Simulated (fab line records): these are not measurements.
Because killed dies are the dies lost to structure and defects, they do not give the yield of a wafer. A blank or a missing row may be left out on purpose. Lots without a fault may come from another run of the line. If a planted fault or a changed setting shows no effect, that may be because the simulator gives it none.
Which of the tools did it? ; flow n5Finfet ; Sampling: 10 lots, 30 wafers, 5 of 1938 route steps

WHAT THE GAUGES READ, wafer by wafer
N5_WELL_APT_INSPECT_10: inspects for defects (macro). Usual: 2.2 for rawDefectCount, sd 1.6.
lot;measured;on;rawDefectCount;flag
L835;day 1 14:52;defectInspect-01;1 1 1;
L836;day 1 19:58;defectInspect-01;5 1 1;
L840;day 2 19:53;defectInspect-02;4 6 4;
L841;day 3 02:01;defectInspect-01;3 2 1;
L842;day 3 07:42;defectInspect-01;6 1 1;
L851;day 5 14:04;defectInspect-01;4 1 3;
L852;day 5 19:37;defectInspect-02;2 5 2;
L853;day 6 01:44;defectInspect-01;4 3 0;
L857;day 7 01:44;defectInspect-02;2 0 1;
L858;day 7 07:38;defectInspect-01;2 0 4;

N5_PMOS_HMC_CHANNEL_EPI_OVL_MEAS_10. Usual: PMOS_HMC_BLK_OVL gives 0.3 nm (standard deviation 0.83).
lot;measured;on;PMOS_HMC_BLK_OVL (nm);flag
L835;day 1 18:16;overlay-01;-0.2 0.7 0.6;
L836;day 1 23:20;overlay-02;0.5 0.4 1.2;
L840;day 3 00:04;overlay-02;1.0 0.2 0.6;
L841;day 3 06:24;overlay-02;0.2 -0.4 -0.3;
L842;day 3 11:20;overlay-02;1.5 1.1 2.1;
L851;day 5 18:10;overlay-02;-0.2 -0.1 -0.4;
L852;day 5 23:22;overlay-01;-0.3 -0.4 -0.4;
L853;day 6 05:23;overlay-01;1.4 1.3 1.1;
L857;day 7 05:26;overlay-01;-0.3 0.7 -0.1;
L858;day 7 11:33;overlay-02;0.1 0.6 -0.2;

N5_BEOL_M4_RC_MEAS_101. Usual: DIBL_N 35.3 mV/V, standard deviation 1.5; DIBL_P 35.3 mV/V, standard deviation 1.9; IOFF_N 0.145 nA/um, standard deviation 0.027; IOFF_P 0.20 nA/um, standard deviation 0.033; ION_N 670 uA/um, standard deviation 12; ION_P 462 uA/um, standard deviation 6.8; SS_N 71.3 mV/dec, standard deviation 0.6; SS_P 73.1 mV/dec, standard deviation 0.7; VT_N 251 mV, standard deviation 3.4; VT_P -251 mV, standard deviation 3.2.
lot;measured;on;DIBL_N (mV/V);DIBL_P (mV/V);IOFF_N (nA/um);IOFF_P (nA/um);ION_N (uA/um);ION_P (uA/um);SS_N (mV/dec);SS_P (mV/dec);VT_N (mV);VT_P (mV);flag
L835;day 8 14:43;prober-02;35.3 33.1 35.4;35.0 32.6 35.4;0.147 0.115 0.157;0.18 0.16 0.20;670 664 679;456 458 466;71.7 70.6 70.9;72.2 72.7 72.6;248 254 248;-254 -252 -247;
L836;day 9 01:55;prober-01;35.0 36.3 36.2;35.7 38.0 37.4;0.138 0.166 0.154;0.18 0.21 0.20;659 680 666;450 460 455;71.0 71.8 71.5;73.1 74.1 73.9;254 249 251;-253 -251 -251;
L840;day 9 12:05;prober-01;36.7 35.3 36.8;36.6 35.2 37.3;0.162 0.133 0.160;0.24 0.22 0.25;669 664 679;464 466 467;71.9 71.6 72.0;73.4 73.0 73.3;251 251 248;-247 -249 -245;
L841;day 10 16:01;prober-02;39.0 35.8 36.0;40.1 36.8 36.7;0.230 0.172 0.174;0.33 0.25 0.25;693 676 679;476 474 471;72.4 72.2 71.8;75.6 73.9 73.8;247 245 252;-242 -241 -246;
L842;day 10 06:46;prober-01;34.0 35.1 34.4;34.3 34.7 34.0;0.135 0.151 0.135;0.19 0.20 0.19;681 682 681;471 466 467;70.8 70.5 70.9;72.8 72.7 71.7;251 246 252;-250 -248 -250;
L851;day 12 13:41;prober-01;33.4 37.6 37.0;31.0 36.8 36.0;0.119 0.200 0.192;0.16 0.24 0.23;656 695 694;459 468 466;70.7 72.2 71.7;72.1 73.1 73.6;255 247 245;-252 -248 -247;
L852;day 13 03:14;prober-01;35.8 34.0 37.7;35.4 33.6 37.9;0.139 0.103 0.166;0.19 0.17 0.23;667 641 659;461 449 453;71.4 71.2 71.9;72.9 73.1 73.5;256 257 251;-252 -254 -252;
L853;day 13 08:16;prober-02;35.1 38.0 33.5;35.6 38.5 33.5;0.145 0.202 0.112;0.20 0.26 0.16;682 690 657;466 471 452;72.3 73.0 71.0;73.7 74.0 73.2;252 246 257;-250 -247 -255;
L857;day 13 19:15;prober-02;36.9 35.1 37.1;37.1 34.1 36.7;0.151 0.120 0.148;0.21 0.18 0.22;667 663 658;460 465 456;71.1 71.8 71.5;73.5 72.4 73.8;248 254 250;-249 -250 -248;
L858;day 13 23:03;prober-01;36.4 35.1 34.8;36.2 34.7 33.9;0.156 0.147 0.126;0.21 0.19 0.17;663 675 657;459 458 457;71.5 70.4 70.7;73.0 72.8 72.9;250 249 252;-249 -250 -255;

EACH LOT AND THE TOOL THAT RAN IT (in order: tool; ch and the chambers of the sampled wafers; start)
lot;N5_PMOS_HMC_CHANNEL_EPI_COAT_31;N5_PMOS_HMC_CHANNEL_EPI_DESCUM_14
L835;lithoTrack-01 ch 0, day 1 17:53;rieDiel-06 ch 0,2,3, day 1 18:55
L836;lithoTrack-01 ch 0, day 1 23:04;rieDiel-06 ch 0,1,3, day 1 23:23
L840;lithoTrack-01 ch 0, day 2 23:49;rieDiel-02 ch 0,2,3, day 3 00:07
L841;lithoTrack-03 ch 0, day 3 06:01;rieDiel-01 ch 0,1,3, day 3 06:32
L842;lithoTrack-01 ch 0, day 3 10:58;rieDiel-02 ch 2,3, day 3 11:26
L851;lithoTrack-01 ch 0, day 5 17:47;rieDiel-01 ch 2,3, day 5 18:13
L852;lithoTrack-04 ch 0, day 5 22:59;rieDiel-02 ch 1,2,3, day 5 23:25
L853;lithoTrack-04 ch 0, day 6 05:08;rieDiel-01 ch 1,3, day 6 06:13
L857;lithoTrack-04 ch 0, day 7 05:11;rieDiel-02 ch 0,2,3, day 7 05:47
L858;lithoTrack-01 ch 0, day 7 11:17;rieDiel-01 ch 2,3, day 7 11:55
- N5_PMOS_HMC_CHANNEL_EPI_COAT_31: time 60 s, resist thk 66 nm.
- N5_PMOS_HMC_CHANNEL_EPI_DESCUM_14: chemistry O2, time 7.9 s.

AS READ BY THE TOOLS THEMSELVES (means over the sampled wafers that have a number; for cases with no such wafer, the mark the record gives instead)
N5_PMOS_HMC_CHANNEL_EPI_COAT_31. Usual: 1500.1 rpm for spinSpeedRpm, sd 0.72.
lot;tool;spinSpeedRpm (rpm);flag
L835;lithoTrack-01;1499.8;
L836;lithoTrack-01;1499.6;
L840;lithoTrack-01;1596.7;OFF
L841;lithoTrack-03;1499.9;
L842;lithoTrack-01;1595.4;OFF
L851;lithoTrack-01;1500.0;
L852;lithoTrack-04;1501.4;
L853;lithoTrack-04;1499.9;
L857;lithoTrack-04;1500.0;
L858;lithoTrack-01;1500.7;

N5_PMOS_HMC_CHANNEL_EPI_DESCUM_14. Usual: drypumpMotorCurrentA 5.8 A, standard deviation 0.4; oesProductAu 0.77 a.u., standard deviation 0.06; rfVppV 243.0 V, standard deviation 1.1; showerheadPlenumPTorr 2.09 Torr, standard deviation 0.053; throttleValvePct 20.5 %, standard deviation 0.3.
lot;tool;drypumpMotorCurrentA (A);oesProductAu (a.u.);rfVppV (V);showerheadPlenumPTorr (Torr);throttleValvePct (%);flag
L835;rieDiel-06;5.7;0.75;243.2;2.12;20.8;
L836;rieDiel-06;5.4;0.76;243.5;2.12;20.5;
L840;rieDiel-02;5.8;0.89;243.2;2.12;20.4;
L841;rieDiel-01;6.0;0.76;242.4;2.03;20.3;
L842;rieDiel-02;6.1;0.81;243.7;2.16;20.4;
L851;rieDiel-01;6.1;0.80;242.6;2.07;20.4;
L852;rieDiel-02;6.0;0.78;244.0;2.11;20.6;
L853;rieDiel-01;5.7;0.77;241.9;2.00;20.2;
L857;rieDiel-02;5.8;0.83;242.4;2.10;20.4;
L858;rieDiel-01;5.9;0.78;242.6;2.08;20.5;

THE ANSWER, worked out from the rows above alone
Rule: take the mean of a lot's wafers that have a number; if it is more than 3 standard deviations from the usual mean, the lot is off. A lot without any number at a reading at which 4 lots or more have one is off too. Where the step has rows for the other lots, those lots are counted as sound. First the gauges in route order, then the tools' own readings, where a lot's mean is used as printed above. At the first step where some lot is off, the reading lying furthest off is the one used; lots without a number count as furthest.
Off at N5_PMOS_HMC_CHANNEL_EPI_COAT_31 (spinSpeedRpm): L840, L842.
If a tool, at that step or one of the process steps before it, ran each lot that is off and ran no sound lot following the first of them, it fits. Not one of the candidates tried fits.

WHAT THE SIMULATOR HAD INSERTED
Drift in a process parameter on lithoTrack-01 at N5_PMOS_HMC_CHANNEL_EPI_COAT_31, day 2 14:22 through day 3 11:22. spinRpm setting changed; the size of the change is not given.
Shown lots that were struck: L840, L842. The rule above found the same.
